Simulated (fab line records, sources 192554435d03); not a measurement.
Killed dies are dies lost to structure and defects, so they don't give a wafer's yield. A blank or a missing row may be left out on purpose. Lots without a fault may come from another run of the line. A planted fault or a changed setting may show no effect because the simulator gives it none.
Which tool did it? | flow n5_finfet | 11 lots, 31 wafers sampled, at 4 steps of a route of 1938

WHAT THE GAUGES READ, wafer by wafer
N5_BEOL_M7_THK_MEAS_01. Usual: M7_ILD_THK 155.0 nm, standard deviation 1.8.
lot  | measured     | on            | M7_ILD_THK (nm)   | flag
L643 | day 9 12:52  | film_metro-02 | 154.2 155.0 155.8 |
L646 | day 10 02:38 | film_metro-02 | 113.4 114.8       | OFF
L647 | day 10 10:48 | film_metro-02 | 111.3 156.2       | OFF
L650 | day 10 22:35 | film_metro-02 | 153.8 152.8 113.6 | OFF
L653 | day 12 00:25 | film_metro-02 | 153.9 156.4 157.1 |
L654 | day 12 02:13 | film_metro-01 | 154.1 155.5 156.9 |
L656 | day 12 11:01 | film_metro-02 | 154.5 155.0 156.8 |
L659 | day 13 17:48 | film_metro-01 | 154.0 153.3 156.1 |
L661 | day 13 18:08 | film_metro-02 | 153.9 155.8 155.8 |
L663 | day 14 18:06 | film_metro-02 | 153.2 155.6 155.8 |
L664 | day 15 04:25 | film_metro-01 | 151.5 155.3 155.9 |

WHICH TOOL RAN EACH LOT (tool, then ch and the chambers of the sampled wafers, then the start)
lot  | N5_BEOL_M6_CURE_75            | N5_BEOL_M6_SURFACE_TREAT_79  | N5_BEOL_M7_ILD_DEP_00
L643 | uv_cure-02 ch 1, day 9 05:09  | pvd_sputter-03, day 9 06:19  | pecvd-03 ch 0,1,2, day 9 12:17
L646 | uv_cure-01 ch 2, day 9 19:22  | pvd_sputter-03, day 9 19:59  | pecvd-03 ch 1,2, day 10 02:04
L647 | uv_cure-03 ch 0, day 10 05:44 | pvd_sputter-03, day 10 06:20 | pecvd-03 ch 0, day 10 10:13
L650 | uv_cure-03 ch 1, day 10 19:11 | pvd_sputter-02, day 10 20:47 | pecvd-03 ch 0,1,2, day 10 22:00
L653 | uv_cure-03 ch 2, day 11 18:37 | pvd_sputter-02, day 11 19:38 | pecvd-02 ch 0,1, day 11 23:50
L654 | uv_cure-01 ch 0, day 11 18:44 | pvd_sputter-03, day 11 19:53 | pecvd-01 ch 0,1,2, day 12 01:38
L656 | uv_cure-03 ch 1, day 12 08:05 | pvd_sputter-03, day 12 08:58 | pecvd-01 ch 0,2, day 12 10:26
L659 | uv_cure-01 ch 1, day 13 14:52 | pvd_sputter-01, day 13 15:42 | pecvd-01 ch 0,1, day 13 17:13
L661 | uv_cure-03 ch 2, day 13 14:57 | pvd_sputter-01, day 13 15:47 | pecvd-02 ch 1,2, day 13 17:32
L663 | uv_cure-01 ch 1, day 14 14:50 | pvd_sputter-02, day 14 15:37 | pecvd-01 ch 0,2, day 14 17:31
L664 | uv_cure-01 ch 2, day 15 01:29 | pvd_sputter-02, day 15 02:24 | pecvd-01 ch 0,1,2, day 15 03:51
- N5_BEOL_M6_CURE_75: cures SiCOH lowk, time 120 s.
- N5_BEOL_M6_SURFACE_TREAT_79
- N5_BEOL_M7_ILD_DEP_00: deposits SiCOH lowk from DEMS/porogen, target thk 179.75 nm, time 33.4 s.

WHAT THE TOOLS THEMSELVES READ (means of the sampled wafers that have a number; where no wafer has one, the mark that the record gives instead)
N5_BEOL_M6_CURE_75. Usual: lamp_power_pct 52.31 %, standard deviation 0.056; wafer_temp_C_max 371.8, standard deviation 0.61.
lot  | tool       | lamp_power_pct (%) | wafer_temp_C_max | flag
L643 | uv_cure-02 | 52.28              | 371.9            |
L646 | uv_cure-01 | 52.30              | 371.0            |
L647 | uv_cure-03 | 52.35              | 372.0            |
L650 | uv_cure-03 | 52.32              | 370.8            |
L653 | uv_cure-03 | 52.27              | 371.5            |
L654 | uv_cure-01 | 52.32              | 371.6            |
L656 | uv_cure-03 | 52.29              | 371.1            |
L659 | uv_cure-01 | 52.30              | 372.1            |
L661 | uv_cure-03 | 52.35              | 372.0            |
L663 | uv_cure-01 | 52.28              | 372.0            |
L664 | uv_cure-01 | 52.33              | 371.4            |

N5_BEOL_M7_ILD_DEP_00. Usual: chamber_pressure_Torr 5.000 Torr, standard deviation 0.011; heater_power_w 348 W, standard deviation 40; rf_fwd_power_W 495.8 W, standard deviation 1.9; showerhead_plenum_p_Torr 5.736 Torr, standard deviation 0.015; susceptor_temp_C 300.01 C, standard deviation 0.18; throttle_valve_pct 13.6 %, standard deviation 0.8.
lot  | tool     | chamber_pressure_Torr (Torr) | heater_power_w (W) | rf_fwd_power_W (W) | showerhead_plenum_p_Torr (Torr) | susceptor_temp_C (C) | throttle_valve_pct (%) | flag
L643 | pecvd-03 | 5.004                        | 346                | 496.3              | 5.733                           | 300.11               | 14.0                   |
L646 | pecvd-03 | 5.007                        | 356                | -                  | 5.734                           | -                    | 13.5                   | OFF
L647 | pecvd-03 | 5.005                        | 360                | 493.6              | 5.738                           | 300.21               | 14.9                   |
L650 | pecvd-03 | 4.998                        | 340                | 495.2              | 5.739                           | 299.78               | 13.9                   |
L653 | pecvd-02 | 4.999                        | 310                | 495.9              | 5.721                           | 299.83               | 13.0                   |
L654 | pecvd-01 | 5.004                        | 366                | 495.6              | 5.754                           | 299.91               | 14.0                   |
L656 | pecvd-01 | 5.001                        | 388                | 492.6              | 5.759                           | 299.85               | 14.5                   |
L659 | pecvd-01 | 4.994                        | 368                | 495.3              | 5.737                           | 300.15               | 14.6                   |
L661 | pecvd-02 | 5.000                        | 321                | 496.1              | 5.721                           | 299.90               | 12.8                   |
L663 | pecvd-01 | 4.994                        | 387                | 494.1              | 5.749                           | 300.09               | 14.5                   |
L664 | pecvd-01 | 5.001                        | 361                | 494.6              | 5.744                           | 299.98               | 14.0                   |

THE ANSWER, worked out from the rows above alone
Rule: a lot is off if the mean of its wafers that have a number lies more than 3 standard deviations from the usual mean. A lot without any number at a reading at which 4 lots or more have one is off too. The other lots that the step has rows for count as sound. The gauges are gone through in route order, then the tools' own readings, and for those a lot's mean is taken as printed above. The first step at which some lot is off is used, and at that step the reading that is off furthest; a lot without a number counts as furthest.
Off: L646, L647, L650, at N5_BEOL_M7_THK_MEAS_01 (M7_ILD_THK).
A tool fits if, at a process step before that reading, it ran every lot that is off, and no sound lot after the first of them. The gauges at N5_BEOL_M7_THK_MEAS_01 are tried like those tools. One fits: pecvd-03 at N5_BEOL_M7_ILD_DEP_00. Its last sound lot is L643 (day 9 12:17), its first lot that is off L646 (day 10 02:04): a fault that began between those two fits.

WHAT THE SIMULATOR HAD PUT IN
Process parameter drift: pecvd-03, from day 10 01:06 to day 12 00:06, at N5_BEOL_M7_ILD_DEP_00. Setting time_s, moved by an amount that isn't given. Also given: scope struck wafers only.
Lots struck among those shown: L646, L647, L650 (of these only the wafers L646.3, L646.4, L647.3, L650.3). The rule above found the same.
